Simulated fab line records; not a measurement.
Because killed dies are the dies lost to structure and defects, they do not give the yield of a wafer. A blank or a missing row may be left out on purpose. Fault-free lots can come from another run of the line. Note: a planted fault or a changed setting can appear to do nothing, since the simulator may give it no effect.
Matching of chambers + flow nand harc + ald hk-03 running NHARC_A_WL_FILL_ALD_10: 4 sister chambers
The step deposits SiO2, target thk 50 nm, pulse time 10 s, ald cycles 500. 4 wafers are shown with their chamber, then 12 later ones without.

## WAFERS PAIRED WITH THEIR CHAMBERS
| wafer  | chamber | heater power w (W) |
|--------|---------|--------------------|
| L084.1 | 2       | 474                |
| L088.3 | 3       | 528                |
| L088.1 | 0       | 427                |
| L088.2 | 1       | 490                |

## WAFERS MISSING THEIR CHAMBER
| wafer  | heater power w (W) |
|--------|--------------------|
| L088.4 | 479                |
| L088.5 | 537                |
| L088.6 | 426                |
| L089.1 | 496                |
| L089.4 | 491                |
| L089.6 | 427                |
| L091.4 | 422                |
| L091.5 | 468                |
| L091.6 | 504                |
| L095.2 | 491                |
| L095.1 | 544                |
| L095.6 | 428                |

## THE CHAMBER EACH PASSED THROUGH
| wafer  | from the rows above     | in truth                   |
|--------|-------------------------|----------------------------|
| L088.4 | can't be placed: 2 or 1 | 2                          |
| L088.5 | 3                       | 3                          |
| L088.6 | 0                       | 0                          |
| L089.1 | 1                       | 1                          |
| L089.4 | 1                       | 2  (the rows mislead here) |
| L089.6 | 0                       | 0                          |
| L091.4 | 0                       | 0                          |
| L091.5 | 2                       | 2                          |
| L091.6 | can't be placed: 1 or 3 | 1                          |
| L095.2 | 1                       | 1                          |
| L095.1 | 3                       | 3                          |
| L095.6 | 0                       | 0                          |
Correct placement for 9 of the 12. Unplaceable from these rows: 2, with the true chamber sitting among the candidates in 2. Number placed wrongly: 1.
How it was worked out, from the rows above alone: a wafer's distance from a chamber is the root of the sum, over the readings, of the square of ((its reading less the chamber's mean) divided by the reading's scatter). If the next closest chamber is less than 2 further off than the closest, the wafer can't be placed; otherwise it belongs to the closest. The mean given for a chamber averages the wafers shown for that chamber. The scatter (one wafer shown for each chamber): square how far every hidden wafer sits from the nearest shown wafer, average those squares and take the square root.
